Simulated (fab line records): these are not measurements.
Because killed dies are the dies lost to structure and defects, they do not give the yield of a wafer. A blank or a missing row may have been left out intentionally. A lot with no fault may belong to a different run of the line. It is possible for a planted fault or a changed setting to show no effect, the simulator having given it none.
Struck lot and sound lot, side by side || flow nand harc || 15 out of 1302 route steps
Sound: the wafers L237.2, L237.3, L237.4. Struck: wafers L233.2, L233.3, L233.5. At the end, the cause is stated.
Each step with rows lists, per side, the tool, then ch with its chambers, then its first start. Under that, the readings that differ: sound wafers || struck wafers || difference of the means || sigmas: that difference in standard deviations of wafers without a fault.
alike: a reading whose means differ by less than 2 such deviations, as well as words and numbers matching on both sides. not compared: withheld readings; readings where some wafer has no value; bounds like >300 that might hide an equal value; numbers whose values overlap and for which the record gives no deviation.
Wherever a step has rows on one side only, a row that says differs or no value, or a row with sigmas, the two part there. Numbers that don't overlap but have no deviation are shown without sigmas and don't part them. A reading that every wafer of one side lacks parts them only if that side has two wafers or more.

first, 1 step without rows for these wafers: NHARC_A_CONTACT_ETCH_76 (etches the open film in N2/H2, target depth 260 nm, time 475.3 s).
NHARC_A_CONTACT_ETCH_77: etches the open film in CF4/CHF3, target depth 108.9 nm, time 54.5 s.
  sound on rie diel-11 ch 0,2,3; struck on rie diel-11 ch 0,1
{"reading": "throttle valve pct (%)", "sound": "16.786 16.799 16.789", "struck": "16.813 16.799 16.812", "difference": "+0.017", "sigmas": "+2"}
  alike: bias w, cf4 flow sccm, drypump motor current A, oes product au, rf vpp V, showerhead plenum p Torr
  not compared: rf hours counter h
then, 2 steps without rows for these wafers: NHARC_A_CONTACT_ETCH_78 (etches the open film in O2/COS, target depth 5300 nm, time 1378 s); NHARC_A_CONTACT_ETCH_124 (etches the open film in C4F8/O2/Ar, time 140 s, target depth 700 nm).
NHARC_A_CONTACT_ETCH_125: etches the open film in C4F8/O2/Ar, time 197 s, target depth 1918 nm.
  sound on har cap etch-02 ch 0,1, day 26 23:02; struck on har cap etch-02 ch 0,1, day 25 01:59
  alike: chamber pressure mTorr, oes air line au
  not compared: rf hours counter h
then, 2 steps without rows for these wafers: NHARC_A_CONTACT_ETCH_126 (etches the open film in C4F8/O2/Ar, time 197 s, target depth 1918 nm); NHARC_A_CONTACT_ETCH_127 (etches the open film in C4F8/O2/Ar, time 197 s, target depth 1918 nm).
NHARC_A_CONTACT_ETCH_128: etches the open film in C4F8/O2/Ar, time 197 s, target depth 1918 nm.
  sound on har cap etch-02 ch 0,1, day 26 23:34; struck on har cap etch-02 ch 0,1, day 25 02:31
  alike: chamber pressure mTorr, oes air line au
  not compared: rf hours counter h
NHARC_A_CONTACT_ETCH_129: etches the open film in C4F8/O2/Ar, time 197 s, target depth 1918 nm.
  sound on har cap etch-02 ch 0,1, day 26 23:45; struck on har cap etch-02 ch 0,1, day 25 02:42
  alike: chamber pressure mTorr, oes air line au
  not compared: rf hours counter h
then, 3 steps without rows for these wafers: NHARC_A_CONTACT_ETCH_130 (etches the open film in C4F8/O2/Ar, time 197 s, target depth 1918 nm); NHARC_A_CONTACT_ETCH_131 (etches the open film in C4F8/O2/Ar, time 197 s, target depth 1918 nm); NHARC_A_CONTACT_ETCH_132 (etches the open film in C4F8/O2/Ar, time 197 s, target depth 1924 nm).
NHARC_A_CONTACT_ETCH_133: etches the open film in C4F8/O2/Ar, time 374 s, target depth 1610 nm.
  sound on har cap etch-02 ch 0,1, day 27 00:38; struck on har cap etch-02 ch 0,1, day 25 03:24
  no value came back on the struck wafers for chamber pressure mTorr (mTorr), oes air line au (a.u.); on the sound wafers chamber pressure mTorr (mTorr) reads 19.993 20.024 20.032
  not compared: rf hours counter h
NHARC_A_CONTACT_ETCH_91: etches the open film in CH3F/O2, target depth 40 nm, time 85.7 s.
  sound on rie diel-11 ch 0,2,3, day 27 01:34; struck on rie diel-11 ch 2,3, day 25 04:11
  alike: bias w, ch3f flow sccm, drypump motor current A, oes product au, rf vpp V, showerhead plenum p Torr, throttle valve pct
  not compared: rf hours counter h
-- jump in the record: it breaks off in module A_CONTACT and resumes in module END (first step shown: number 1302 of the route), and 2 days separate the struck wafers' starts before and after --
NHARC_END_SORT_01:
  at this point the record logs the struck wafers (prober-01 ch 0, day 27 07:31) and has no rows for the sound ones

WHERE THEY PART
Last at NHARC_END_SORT_01 as far as this record goes, first at NHARC_A_CONTACT_ETCH_77.

WHY: what the simulator had put in
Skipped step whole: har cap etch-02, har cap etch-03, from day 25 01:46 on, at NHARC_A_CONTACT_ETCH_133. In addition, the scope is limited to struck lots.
